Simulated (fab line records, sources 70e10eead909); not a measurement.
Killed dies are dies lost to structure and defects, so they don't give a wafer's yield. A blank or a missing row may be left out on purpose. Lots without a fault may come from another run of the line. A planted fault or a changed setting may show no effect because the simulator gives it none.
A struck lot beside a sound one | flow nand_harc | 15 steps out of a route of 1159
Sound: wafers L606.3, L606.5, L606.6. Struck: wafer L615.2. (L615.1, L615.3 of the same lot were not struck and are left out.) The cause comes at the end.
At each step with rows: each side's tool, then ch and its chambers, then its first start. Under that, the readings that differ: sound wafers | struck wafers | difference of the means | sigmas: that difference in standard deviations of wafers without a fault.
alike: readings whose means differ by less than 2 such deviations, and words and numbers that are the same on both sides. not compared: withheld readings, readings that some wafer has no value for, bounds like >300 that may hide the same value, and numbers for which the record gives no deviation and whose values overlap.
The two part at a step that has a row with sigmas, a row that says differs or no value, or rows on one side only. Numbers that don't overlap but have no deviation are shown without sigmas and don't part them. A reading that every wafer of one side lacks parts them only if that side has two wafers or more.

NHARC_A_CHANNEL_HOLE_D1_XSEM_31:
  sound on xsem-02 ch 0, day 10 20:59; struck on xsem-02 ch 0, day 12 21:17
  alike: bot_cd_nm, bow_nm, tilt_deg
NHARC_A_CHANNEL_HOLE_D1_INSPECT_40:
  sound on defect_inspect-01, day 10 21:05; struck on defect_inspect-01, day 12 21:23
  alike: raw_defect_count
then, 2 steps without rows for these wafers: NHARC_A_CHANNEL_FILL_D1_PRECLEAN_00 (cleans in SC1); NHARC_A_CHANNEL_FILL_D1_SRD_01.
NHARC_A_CHANNEL_FILL_D1_ALD_02: deposits SiO2, target thk 6 nm, pulse time 10 s, ald cycles 60.
  sound on ald_hk-04 ch 0,2,3, day 10 21:26; struck on ald_hk-04 ch 0, day 12 21:44
  reading                    | sound             | struck | difference | sigmas
  precursor_pulse_height_rel | 0.945 1.032 0.963 | 1.032  | +0.052     | +3
  alike: heater_power_outer_w, heater_power_w
  not compared: since_wet_clean_h
NHARC_A_CHANNEL_FILL_D1_ALD_03: deposits SiNx, target thk 6 nm, pulse time 60 s, ald cycles 58.
  sound on ald_sin_batch-01 ch 0; struck on ald_sin_batch-01 ch 0
  alike: precursor_pulse_height_rel
NHARC_A_CHANNEL_FILL_D1_ALD_14: deposits SiO2, target thk 2.5 nm, pulse time 10 s, ald cycles 25.
  sound on ald_hk-03 ch 2,3, day 11 04:19; struck on ald_hk-03 ch 3, day 13 08:04
  alike: heater_power_outer_w, heater_power_w, precursor_pulse_height_rel
  not compared: since_wet_clean_h
NHARC_A_CHANNEL_FILL_D1_ALD_15: deposits SiNx, target thk 2 nm, pulse time 60 s, ald cycles 19.
  sound on ald_sin_batch-02 ch 0; struck on ald_sin_batch-01 ch 0
  alike: precursor_pulse_height_rel
then, 4 steps without rows for these wafers: NHARC_A_CHANNEL_FILL_D1_ALD_16 (deposits SiO2, target thk 1.5 nm, pulse time 10 s, ald cycles 15); NHARC_A_CHANNEL_FILL_D1_ANNEAL_17 (time 1800 s); NHARC_A_CHANNEL_FILL_D1_CVD_18 (deposits poly-Si, target thk 3 nm); NHARC_A_CHANNEL_FILL_D1_ETCHBACK_19 (etches the open film in HBr/Cl2, target depth 5 nm, time 1.7 s).
NHARC_A_CHANNEL_FILL_D1_ETCHBACK_20: etches the open film in C4F8/O2/Ar, target depth 27 nm, time 13.5 s.
  sound on rie_diel-05 ch 0,1,2, day 11 21:42; struck on rie_diel-05 ch 3, day 14 00:55
  reading          | sound          | struck | difference | sigmas
  rf_vpp_V (V)     | 972 981 971    | 988    | +13        | +2
  run_length_s (s) | 34.1 35.0 35.6 | 29.2   | -5.7       | -15
  alike: oes_product_au
  not compared: rf_hours_counter_h
then, 1 step without rows for these wafers: NHARC_A_CHANNEL_FILL_D1_STRIP_28 (strips in O2, time 20 s).
-- the record jumps here: 10 days lie between the struck wafers' starts before and after (it left off in module A_CHANNEL_FILL_D1 and takes up again in module END, whose first step shown is number 1159 of the route) --
NHARC_END_SORT_01:
  sound on prober-01 ch 0, day 21 16:16; struck on prober-01 ch 0, day 24 09:49
  reading         | sound    | struck | difference | sigmas
  killed_at_array | 27 13 32 | 671    | +647       | +59
  killed_dies     | 30 17 35 | 677    | +650       | +59
  alike: killed_at_other, killed_at_periphery, killed_open, killed_short

WHERE THEY PART
First at NHARC_A_CHANNEL_FILL_D1_ALD_02; last, within this record, at NHARC_END_SORT_01.

WHY: what the simulator had put in
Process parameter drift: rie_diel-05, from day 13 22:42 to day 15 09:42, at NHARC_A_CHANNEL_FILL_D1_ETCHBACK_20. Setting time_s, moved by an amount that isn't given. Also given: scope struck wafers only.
